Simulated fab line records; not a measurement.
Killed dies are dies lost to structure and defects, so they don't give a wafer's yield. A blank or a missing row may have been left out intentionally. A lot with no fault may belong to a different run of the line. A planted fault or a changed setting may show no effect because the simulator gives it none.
Chamber matching / flow nandHarc / NHARC_A_STAIRCASE_DEP_151 on pecvd-04: 3 sister chambers
The step deposits SiO2, target thk 7200 nm. 6 wafers are shown with their chamber, then 11 later ones without.

WAFERS, EACH WITH ITS CHAMBER
wafer=L079.5; chamber=2; heaterPowerW (W)=507
wafer=L080.5; chamber=2; heaterPowerW (W)=546
wafer=L086.5; chamber=1; heaterPowerW (W)=527
wafer=L089.5; chamber=0; heaterPowerW (W)=512
wafer=L089.6; chamber=1; heaterPowerW (W)=532
wafer=L090.1; chamber=0; heaterPowerW (W)=576

WAFERS MISSING THEIR CHAMBER
wafer=L090.2; heaterPowerW (W)=672
wafer=L090.3; heaterPowerW (W)=624
wafer=L093.2; heaterPowerW (W)=629
wafer=L093.3; heaterPowerW (W)=686
wafer=L093.4; heaterPowerW (W)=506
wafer=L094.2; heaterPowerW (W)=671
wafer=L094.4; heaterPowerW (W)=512
wafer=L094.5; heaterPowerW (W)=553
wafer=L096.1; heaterPowerW (W)=630
wafer=L096.3; heaterPowerW (W)=659
wafer=L096.6; heaterPowerW (W)=519

THE CHAMBER EACH PASSED THROUGH
wafer=L090.2; from the rows above=can't be placed: 0 or 1 or 2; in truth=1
wafer=L090.3; from the rows above=can't be placed: 0 or 1 or 2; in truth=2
wafer=L093.2; from the rows above=can't be placed: 0 or 1 or 2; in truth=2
wafer=L093.3; from the rows above=can't be placed: 0 or 1 or 2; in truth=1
wafer=L093.4; from the rows above=can't be placed: 2 or 1 or 0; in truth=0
wafer=L094.2; from the rows above=can't be placed: 0 or 1 or 2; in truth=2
wafer=L094.4; from the rows above=can't be placed: 2 or 1 or 0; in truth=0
wafer=L094.5; from the rows above=can't be placed: 0 or 1 or 2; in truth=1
wafer=L096.1; from the rows above=can't be placed: 0 or 1 or 2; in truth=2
wafer=L096.3; from the rows above=can't be placed: 0 or 1 or 2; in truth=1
wafer=L096.6; from the rows above=can't be placed: 2 or 1 or 0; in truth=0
Placed correctly: 0 of 11. Unplaceable from these rows: 11, with the true chamber sitting among the candidates in 11. 0 placed wrongly.
How it was worked out, from the rows above alone: a wafer's distance from a chamber is the root of the sum, over the readings, of the square of ((its reading less the chamber's mean) divided by the reading's scatter). If the next closest chamber is less than 2 further off than the closest, the wafer can't be placed; otherwise it belongs to the closest. Each chamber's mean is taken over the wafers shown for it. The scatter: take each reading less its chamber's mean, square it, sum over the shown wafers, divide by the number of wafers less the number of chambers, and take the root.
